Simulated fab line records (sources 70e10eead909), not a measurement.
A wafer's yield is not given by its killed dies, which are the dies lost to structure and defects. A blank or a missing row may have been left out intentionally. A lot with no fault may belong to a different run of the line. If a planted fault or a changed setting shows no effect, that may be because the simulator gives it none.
Chamber matching :: flow nandHarc :: NHARC_A_STAIRCASE_DEP_301 on pecvd-03 has 3 sister chambers
The step deposits SiON, target thk 30 nm. 14 wafers are shown with their chamber, then 7 later ones without.

## WAFERS PAIRED WITH THEIR CHAMBERS
wafer: L702.1
chamber: 2
heaterPowerW (W): 578
heaterPowerOuterW (W): 345
chamberPressureTorr (Torr): 3.500

wafer: L702.2
chamber: 0
heaterPowerW (W): 756
heaterPowerOuterW (W): 431
chamberPressureTorr (Torr): 3.489

wafer: L702.4
chamber: 1
heaterPowerW (W): 708
heaterPowerOuterW (W): 371
chamberPressureTorr (Torr): 3.499

wafer: L701.3
chamber: 2
heaterPowerW (W): 502
heaterPowerOuterW (W): 302
chamberPressureTorr (Torr): 3.498

wafer: L701.4
chamber: 0
heaterPowerW (W): 748
heaterPowerOuterW (W): 462
chamberPressureTorr (Torr): 3.512

wafer: L701.6
chamber: 1
heaterPowerW (W): 826
heaterPowerOuterW (W): 450
chamberPressureTorr (Torr): 3.502

wafer: L704.2
chamber: 1
heaterPowerW (W): 702
heaterPowerOuterW (W): 365
chamberPressureTorr (Torr): 3.507

wafer: L704.3
chamber: 0
heaterPowerW (W): 759
heaterPowerOuterW (W): 471
chamberPressureTorr (Torr): 3.520

wafer: L704.4
chamber: 2
heaterPowerW (W): 566
heaterPowerOuterW (W): 346
chamberPressureTorr (Torr): 3.495

wafer: L705.3
chamber: 1
heaterPowerW (W): 802
heaterPowerOuterW (W): 442
chamberPressureTorr (Torr): 3.490

wafer: L705.5
chamber: 2
heaterPowerW (W): 609
heaterPowerOuterW (W): 378
chamberPressureTorr (Torr): 3.494

wafer: L705.6
chamber: 1
heaterPowerW (W): 811
heaterPowerOuterW (W): 444
chamberPressureTorr (Torr): 3.487

wafer: L708.3
chamber: 2
heaterPowerW (W): 625
heaterPowerOuterW (W): 387
chamberPressureTorr (Torr): 3.495

wafer: L708.4
chamber: 1
heaterPowerW (W): 797
heaterPowerOuterW (W): 439
chamberPressureTorr (Torr): 3.498

SIGNATURES (means of the wafers above)
reading: heaterPowerW
chamber 0: 754.33
chamber 1: 774.33
chamber 2: 576.00
scatter within a chamber: 46.8

reading: heaterPowerOuterW
chamber 0: 454.67
chamber 1: 418.50
chamber 2: 351.60
scatter within a chamber: 34.5

reading: chamberPressureTorr
chamber 0: 3.50700
chamber 1: 3.49717
chamber 2: 3.49640
scatter within a chamber: 0.00864
Rule: distance of a wafer from a chamber = root of the sum over the readings of ((wafer's reading minus chamber's mean) / reading's scatter) squared. If the next closest chamber is less than 2 further off than the closest, the wafer can't be placed; otherwise it belongs to the closest. The scatter: take each reading less its chamber's mean, square it, sum over the shown wafers, divide by the number of wafers less the number of chambers, and take the root.

## WAFERS WITHOUT THEIR CHAMBER
wafer: L708.5
heaterPowerW (W): 720
heaterPowerOuterW (W): 428
chamberPressureTorr (Torr): 3.507

wafer: L711.1
heaterPowerW (W): 835
heaterPowerOuterW (W): 450
chamberPressureTorr (Torr): 3.501

wafer: L711.3
heaterPowerW (W): 779
heaterPowerOuterW (W): 477
chamberPressureTorr (Torr): 3.511

wafer: L711.4
heaterPowerW (W): 844
heaterPowerOuterW (W): 459
chamberPressureTorr (Torr): 3.505

wafer: L712.1
heaterPowerW (W): 582
heaterPowerOuterW (W): 362
chamberPressureTorr (Torr): 3.499

wafer: L712.3
heaterPowerW (W): 807
heaterPowerOuterW (W): 487
chamberPressureTorr (Torr): 3.495

wafer: L712.4
heaterPowerW (W): 824
heaterPowerOuterW (W): 439
chamberPressureTorr (Torr): 3.503

## WHICH CHAMBER EACH WENT THROUGH
wafer: L708.5
from the rows above: can't be placed: 0 or 1
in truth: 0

wafer: L711.1
from the rows above: can't be placed: 1 or 0
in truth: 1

wafer: L711.3
from the rows above: can't be placed: 0 or 1
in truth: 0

wafer: L711.4
from the rows above: can't be placed: 0 or 1
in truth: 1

wafer: L712.1
from the rows above: 2
in truth: 2

wafer: L712.3
from the rows above: can't be placed: 0 or 1
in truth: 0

wafer: L712.4
from the rows above: can't be placed: 1 or 0
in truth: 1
Placed correctly: 1 of 7. Unplaceable from these rows: 6, with the true chamber sitting among the candidates in 6. Number placed wrongly: 0.
